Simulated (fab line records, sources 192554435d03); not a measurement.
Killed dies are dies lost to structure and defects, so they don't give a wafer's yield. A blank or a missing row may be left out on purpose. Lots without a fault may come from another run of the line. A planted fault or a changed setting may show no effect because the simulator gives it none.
fab line records | flow n5_finfet
record lots=5 wafers=15 last_day=17
route steps=1938 shown SD_EPI_N@273 SD_EPI_P@295 BEOL_M4@1111
lots that met no fault: from a run of the same line without faults
start_h: hours from the record's first day to the start of the lot's first wafer shown | wait_h: hours since the lot's step before | " the same as in the row above | L1.1+2: a row that stands for several wafers | - no value, or no start given | * or withheld: withheld | < > ~ a bound
route shown NAME@n: a module of which the file shows steps, and the number in the route of the first | usual: mean/standard deviation of fault-free wafers | same: alike in all rows | chamber/n: place in a boat | sites: the reading at each site | _std_site: their standard deviation | _edge_site: outer sites' mean less inner sites' | radius_mm: how far each site lies from the wafer's centre | mask NAME#n: copy n | behind: the tool/chamber that last shaped the wafer | hold: why the lot was held/for how many hours/how that ended | device: the transistor (n, p or np) that didn't switch | end of line: the same wafers' tests at the end of the route | a step without rows: its recipe alone | killed: dies lost to structure and defects at the first sort, not the wafer's yield | map: a wafer's dies, x killed, . not, _ none there
set.NAME: the setting as run; set.NAME@STEP: as run at that earlier step | model.NAME: the simulator's own value behind a step, which no gauge read
lots at some steps of the route; a table a step, a row a wafer
services: from which hour (start_h, from the record's first day; less than 0 if before it) a tool's chamber was out of use, for how many hours, and why
## steps
# step N5_SD_EPI_N_DESCUM_14
# recipe chemistry=O2 time_s=7.9 source_power_w=50 bias_power_w=20 pressure_mtorr=20 rf_frequency_hz=2.712e+07 temp_c=40 resist=CAR-ArF-block o2_flow_sccm=225
# step N5_SD_EPI_N_ETCH_34
# recipe chemistry=CF4 target=SiARC target_depth_a=455 mask_material=CAR-ArF-block time_s=75.8 ion_energy_ev=80 pressure_mtorr=40 source_w=545 bias_w=36 Ar_flow_sccm=100 cf4_flow_sccm=100 ends=cleared
# step N5_SD_EPI_N_ETCH_35
# recipe chemistry=N2/H2 target=SOC overetch_a=1080 mask_material=SiARC temp_c=40 ion_energy_ev=100 source_w=3000 bias_w=133 pressure_mtorr=20 time_s=486 n2_flow_sccm=200 h2_flow_sccm=200
# step N5_SD_EPI_N_STRIP_36
# recipe chemistry=N2/H2 temp_c=40 n2_flow_sccm=200 h2_flow_sccm=200 rf_frequency_hz=6e+07
# step N5_SD_EPI_N_ETCHBACK_44
# recipe chemistry=CH3F/O2 mode=anisotropic_etchback target=SiNx target_depth_a=145 stop_on=SiO2 over_etch_frac=0.3 ion_energy_ev=120 pressure_mtorr=30 source_w=395 bias_w=73 Ar_flow_sccm=150 CH3F_flow_sccm=30 O2_flow_sccm=20
# step N5_SD_EPI_N_ETCH_45
# recipe chemistry=CH3F/O2 target=SiOCN target_depth_a=60 mask_material=SOC ion_energy_ev=60 bias_w=29 pressure_mtorr=15 source_w=410 Ar_flow_sccm=150 CH3F_flow_sccm=30 O2_flow_sccm=20
# step N5_SD_EPI_N_ETCH_16
# recipe chemistry=CHF3/O2 target=SiO2 target_depth_a=50 mask_material=SOC pressure_mtorr=30 source_w=650 bias_w=170 Ar_flow_sccm=200 CHF3_flow_sccm=50 O2_flow_sccm=5 ion_energy_ev=200
# step N5_SD_EPI_N_STRIP_47
# recipe chemistry=CHF3/O2 resist=SiARC rf_frequency_hz=6e+07
# step N5_SD_EPI_N_SD_RECESS_17
# recipe chemistry=HBr/Cl2/O2 target_depth_a=410 mask_material=SOC time_s=23.7 bt_time_s=3 pressure_mtorr=10 icp_w=800 bias_w=112 HBr_flow_sccm=150 Cl2_flow_sccm=80 O2_flow_sccm=12
# step N5_SD_EPI_N_STRIP_38
# recipe chemistry=N2/H2 power_w=1000 temp_c=250 h2_frac=0.65 overash_fraction=0.3 pressure_mtorr=withheld n2_flow_sccm=1750 h2_flow_sccm=3250
# step N5_SD_EPI_N_WET_ETCH_43
# recipe chemistry=dHF dilution=withheld time_s=14 target=SiO2 target_depth_a=15 temp_c=25
# usual temp_c=24.99/0.098 time_s=14/0
# columns lot.wafer tool chamber start_h wait_h temp_c time_s model.SiNx_of_SPACER0_ALD_08.thk_nm
L930.2 wet_bench-03 5 118.64 - - - 2
L930.4 " 0 " " - - 2
L930.5 " 7 " " - - 2
L931.1 wet_bench-01 7 125.41 - - - 2
L931.3 " 5 " " - - 2
L931.5 " 0 " " - - 2
L932.2 wet_bench-06 7 127.74 - - - 2
L932.4 " 3 " " - - 2
L932.5 " 2 " " - - 2
L935.1 wet_bench-01 5 147.34 - 25.06 14 1.6
L935.3 " 2 " " 25.02 14 1.6
L935.4 " 3 " " 24.92 14 1.6
L941.1 wet_bench-06 6 182.08 - 25.05 14 1.6
L941.2 " 0 " " 24.83 14 1.6
L941.4 " 7 " " 25.09 14 1.6
# step N5_SD_EPI_N_STRIP_18
# recipe chemistry=SPM time_s=750 temp_c=130 h2so4_h2o2_vol_ratio=4
# step N5_SD_EPI_N_SRD_20
# recipe dry=ipa_marangoni do_ppb=5 time_s=30 temp_c=23 rinse_liquid=diw
# step N5_SD_EPI_N_PRECLEAN_48
# recipe chemistry=NF3:NH3 afs_cycles=2 temp_c=30 time_s=20 sublimation_temp_c=180 sublimation_time_s=60 pressure_torr=3 rf_power_w=30
# step N5_SD_EPI_N_VAPOR_ETCH_50
# recipe chemistry=HCl target=Si temp_c=775 time_s=54 pressure_torr=20 mode=isotropic
# step N5_SD_EPI_N_EPI_21
# recipe material=Si:P dopant=P temp_c=680 pressure_torr=255 time_s=690
# step N5_SD_EPI_N_PRECLEAN_24
# recipe chemistry=O3/DIW time_s=60 temp_c=22 o3_ppm=10
# step N5_SD_EPI_N_SRD_25
# recipe time_s=30 temp_c=23 rinse_liquid=diw dry=ipa_marangoni
# step N5_SD_EPI_N_PRECLEAN_49
# recipe chemistry=NF3:NH3 afs_cycles=1 temp_c=30 time_s=20 sublimation_temp_c=180 sublimation_time_s=60 pressure_torr=3 rf_power_w=30
# step N5_SD_EPI_N_LINER_46
# recipe material=SiNx target_thk_a=30 temp_c=400 ald_precursor_family=SiH2I2 ald_co_reactant=N2/H2-plasma pressure_torr=2
# step N5_SD_EPI_P_COAT_34
# recipe resist=SOC temp_c=250 time_s=60 spin_rpm=1500 resist_thk_nm=350
# step N5_SD_EPI_P_COAT_35
# recipe resist=SiARC temp_c=220 time_s=60 spin_rpm=1500 resist_thk_nm=35
# step N5_SD_EPI_P_COAT_03
# recipe resist=CAR-ArF-block spin_rpm=1500 resist_thk_nm=150
# step N5_SD_EPI_P_EBR_05
# recipe solvent=PGMEA ebr_width_mm=1.5
# step N5_SD_EPI_P_SOFTBAKE_04
# recipe temp_c=110 time_s=60 resist=CAR-ArF-block
# step N5_SD_EPI_P_EXPOSE_06
# recipe mask_id=SD_P_BLK na=1.35 source_shape=conventional sigma_outer=0.8 polarization=unpolarized target_cd_nm=240 dose_mj=39.5
# step N5_SD_EPI_P_PEB_07
# recipe peb_temp_c=110 peb_time_s=60 resist=CAR-ArF-block
# step N5_SD_EPI_P_DEVELOP_08
# recipe develop_time_s=30 developer=TMAH resist=CAR-ArF-block dev_temp_c=23 rinse_liquid=diw dry=air_spin
# step N5_SD_EPI_P_DESCUM_14
# recipe chemistry=O2 time_s=7.9 source_power_w=50 bias_power_w=20 pressure_mtorr=20 rf_frequency_hz=2.712e+07 temp_c=40 resist=CAR-ArF-block o2_flow_sccm=225
# step N5_SD_EPI_P_ETCH_36
# recipe chemistry=CF4 target=SiARC target_depth_a=455 mask_material=CAR-ArF-block time_s=75.8 ion_energy_ev=80 pressure_mtorr=40 source_w=545 bias_w=36 Ar_flow_sccm=100 cf4_flow_sccm=100 ends=cleared
# step N5_SD_EPI_P_ETCH_37
# recipe chemistry=N2/H2 target=SOC overetch_a=1080 mask_material=SiARC temp_c=40 ion_energy_ev=100 source_w=3000 bias_w=133 pressure_mtorr=20 time_s=486 n2_flow_sccm=200 h2_flow_sccm=200 ends=end_point
# step N5_SD_EPI_P_STRIP_38
# recipe chemistry=N2/H2 temp_c=40 n2_flow_sccm=200 h2_flow_sccm=200 rf_frequency_hz=6e+07
# step N5_SD_EPI_P_ETCHBACK_46
# recipe chemistry=CH3F/O2 mode=anisotropic_etchback target=SiNx target_depth_a=175 stop_on=SiO2 over_etch_frac=0.3 ion_energy_ev=120 pressure_mtorr=30 source_w=395 bias_w=73 Ar_flow_sccm=150 CH3F_flow_sccm=30 O2_flow_sccm=20
# step N5_SD_EPI_P_ETCH_47
# recipe chemistry=CH3F/O2 target=SiOCN target_depth_a=250 mask_material=SOC ion_energy_ev=60 bias_w=29 pressure_mtorr=30 source_w=410 Ar_flow_sccm=150 CH3F_flow_sccm=30 O2_flow_sccm=20
# step N5_SD_EPI_P_ETCH_16
# recipe chemistry=CHF3/O2 target=SiO2 target_depth_a=50 mask_material=SOC pressure_mtorr=30 source_w=650 bias_w=170 Ar_flow_sccm=200 CHF3_flow_sccm=50 O2_flow_sccm=5 ion_energy_ev=200
# step N5_BEOL_M4_RC_MEAS_101
# usual DIBL_N=36.3/1.6 DIBL_P=36.2/2 IOFF_N=0.160/0.028 IOFF_N_LONG=5.65e-05/2.7e-06 IOFF_P=0.21/0.036 ION_N=677/11 ION_P=465/6.9 SS_N=71.5/0.55 SS_P=73.3/0.64 VT_N=250/3 VT_P=-250/3.5
# columns lot.wafer tool chamber start_h wait_h DIBL_N[mV/V] DIBL_P[mV/V] IOFF_N[nA/um] IOFF_N_LONG[nA/um] IOFF_P[nA/um] ION_N[uA/um] ION_P[uA/um] SS_N[mV/dec] SS_P[mV/dec] VT_N[mV] VT_P[mV]
L930.2 prober-01 0 235.28 0.2 36.2 37.6 0.163 7.66e-05 0.24 685 471 72.0 74.4 247 -248
L930.4 " 0 " " 36.9 39.0 0.187 7.58e-05 0.24 679 466 71.7 74.5 247 -249
L930.5 " 0 " " 36.3 38.7 0.171 7.7e-05 0.24 682 470 71.2 74.8 249 -251
L931.1 prober-02 0 240.26 0.0 34.7 33.1 0.118 7.51e-05 0.17 666 462 71.5 73.1 255 -255
L931.3 " 0 " " 35.5 33.7 0.128 7.56e-05 0.18 660 455 72.0 73.3 254 -254
L931.5 " 0 " " 36.1 34.1 0.120 7.55e-05 0.18 659 459 71.9 73.2 257 -254
L932.2 prober-01 0 242.34 0.2 33.8 34.8 0.122 7.05e-05 0.16 660 459 71.5 73.1 253 -256
L932.4 " 0 " " 33.2 33.1 0.104 7.02e-05 0.15 651 450 72.1 72.8 259 -256
L932.5 " 0 " " 34.7 36.1 0.139 7.02e-05 0.19 669 463 71.9 74.4 250 -255
L935.1 prober-01 0 277.38 0.0 34.2 34.1 0.119 5.48e-05 0.17 664 459 71.1 73.0 257 -255
L935.3 " 0 " " 34.3 33.9 0.118 5.47e-05 0.17 667 462 71.2 72.3 252 -250
L935.4 " 0 " " 34.3 34.6 0.124 5.47e-05 0.18 668 459 71.3 72.8 254 -252
L941.1 prober-01 0 305.74 0.0 36.5 35.4 0.156 5.87e-05 0.21 681 467 71.1 73.1 248 -250
L941.2 " 0 " " 37.6 36.3 0.190 6.09e-05 0.23 700 480 71.7 73.4 246 -249
L941.4 " 0 " " 38.0 37.8 0.199 6e-05 0.25 698 476 72.2 74.3 245 -248
## services
# columns tool chamber start_h hours kind
wet_bench-01 - 176.16 1.9 pm
## key
first_sign step=N5_SD_EPI_N_WET_ETCH_43 reading=tool_record direction=missing
effect step=N5_BEOL_M4_RC_MEAS_101 reading=IOFF_N_LONG direction=up sigmas=6.6 usual=5.65e-05 struck=7.41e-05
model_effect step=N5_SD_EPI_N_WET_ETCH_43 value=SiNx_of_SPACER0_ALD_08.thk_nm without=1.578 struck=2
met_at N5_SD_EPI_N_WET_ETCH_43
struck_wafers L930.2,L930.4,L930.5,L931.1,L931.3,L931.5,L932.2,L932.4,L932.5
baseline_loss step=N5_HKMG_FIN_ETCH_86 wafers=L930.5
fault kind=skipped_step_whole tool=wet_bench-01,wet_bench-03,wet_bench-06 chamber=- onset_h=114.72 steps=N5_SD_EPI_N_WET_ETCH_43 scope=struck_lots_only
# baseline_loss: these wafers lose ten dies or more at that step, a loss of the line's own and not of a fault; the sort's usual values leave them out
